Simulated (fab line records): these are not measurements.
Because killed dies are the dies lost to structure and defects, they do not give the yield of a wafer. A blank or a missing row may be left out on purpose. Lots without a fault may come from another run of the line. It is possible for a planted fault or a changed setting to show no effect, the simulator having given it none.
Commonality check across tools    flow nand-harc    2 lots and 6 wafers in the sample

== REASON FOR OPENING ==
Flagged at NHARC_END_SORT_01: reading killed-at-array, on 2 of 2 lots. Wafers without a fault read 52, standard deviation 19.
Rule: a lot gets a flag if all its wafers with a number sit over 4 standard deviations from that mean, or if no wafer of it has a number. The rest of the lots are taken to be sound.

lot   measured      on         killed-at-array, wafer by wafer  flag
L278  day 32 05:19  prober-01  675 673 675                      FLAGGED
L277  day 32 18:06  prober-01  677 675 674                      FLAGGED
Average over the flagged lots: 675; offset from the usual +623, equal to +33 standard deviations.

== WHICH TOOL EACH LOT WENT THROUGH ==
4 process steps preceding the reading are held in the record, out of 1302 steps in the route. Every cell lists first the tool, next ch and the chambers used by the sampled wafers, and last the start.
lot   flag     NHARC_A_STAIRCASE_ETCH_21                      NHARC_A_STAIRCASE_TRIM_196          NHARC_A_STAIRCASE_ETCH_201                     NHARC_A_STAIRCASE_ETCH_203
L278  FLAGGED  rie-diel-12 ch 0,1,2, day 23 16:26 or earlier  rie-diel-04 ch 0,1,3, day 23 16:26  rie-diel-04 ch 0,1,3, day 23 17:19 or earlier  rie-diel-04 ch 0,1,2, day 23 17:19
L277  FLAGGED  rie-diel-05 ch 1,2,3, day 23 18:17 or earlier  rie-diel-04 ch 1,3, day 23 18:17    rie-diel-04 ch 1,2, day 23 19:14 or earlier    rie-diel-04 ch 1,2, day 23 19:14
What is done by these steps:
- NHARC_A_STAIRCASE_ETCH_21: etches the open film in C4F8/O2, target depth 100 nm, time 40.5 s.
- NHARC_A_STAIRCASE_TRIM_196: chemistry O2, time 211.2 s.
- NHARC_A_STAIRCASE_ETCH_201: etches the open film in C4F8/O2, target depth 100 nm, time 40.5 s.
- NHARC_A_STAIRCASE_ETCH_203: etches the open film in C4F8/O2, target depth 100 nm, time 40.5 s.
- NHARC_END_SORT_01

== FLAGGED AGAINST TOTAL, ONE TOOL AT A TIME (gauges that did the reading follow at the end) ==
step                        tool         lots run  flagged  share of the flagged lots  sound lots run after its first flagged lot
NHARC_A_STAIRCASE_ETCH_21   rie-diel-05  1         1        some                       0
NHARC_A_STAIRCASE_ETCH_21   rie-diel-12  1         1        some                       0
NHARC_A_STAIRCASE_TRIM_196  rie-diel-04  2         2        all                        0
NHARC_A_STAIRCASE_ETCH_201  rie-diel-04  2         2        all                        0
NHARC_A_STAIRCASE_ETCH_203  rie-diel-04  2         2        all                        0
NHARC_END_SORT_01           prober-01    2         2        all                        0
Because NHARC_A_STAIRCASE_ETCH_21 lacks a start for some lots, the hours and order of its lots are taken from NHARC_A_STAIRCASE_TRIM_196. Because NHARC_A_STAIRCASE_ETCH_201 lacks a start for some lots, the hours and order of its lots are taken from NHARC_A_STAIRCASE_ETCH_203.

== WHAT THE TABLE PERMITS ==
4 rows of the table ran every flagged lot: rie-diel-04 at NHARC_A_STAIRCASE_TRIM_196, rie-diel-04 at NHARC_A_STAIRCASE_ETCH_201, rie-diel-04 at NHARC_A_STAIRCASE_ETCH_203, prober-01 at NHARC_END_SORT_01.
- rie-diel-04 at NHARC_A_STAIRCASE_TRIM_196: 2 of its 2 lots flagged. Because this sample shows no sound lot run on it before its first flagged lot, the start cannot be pinned down more closely.
- rie-diel-04 at NHARC_A_STAIRCASE_ETCH_201: 2 of its 2 lots flagged. Because this sample shows no sound lot run on it before its first flagged lot, the start cannot be pinned down more closely.
- rie-diel-04 at NHARC_A_STAIRCASE_ETCH_203: 2 of its 2 lots flagged. Because this sample shows no sound lot run on it before its first flagged lot, the start cannot be pinned down more closely. Its own readings (oes-product-au) fall more than 4 standard deviations out on all wafers of the flagged lots.
- prober-01 at NHARC_END_SORT_01: 2 of its 2 lots flagged. Because this sample shows no sound lot run on it before its first flagged lot, the start cannot be pinned down more closely.
Because each of these 2 tools fits a fault that began at some hour, counting lots does not separate them. More lots, or a look at what each step does to the wafer, might.

== WHAT THE SIMULATOR HAD INSERTED ==
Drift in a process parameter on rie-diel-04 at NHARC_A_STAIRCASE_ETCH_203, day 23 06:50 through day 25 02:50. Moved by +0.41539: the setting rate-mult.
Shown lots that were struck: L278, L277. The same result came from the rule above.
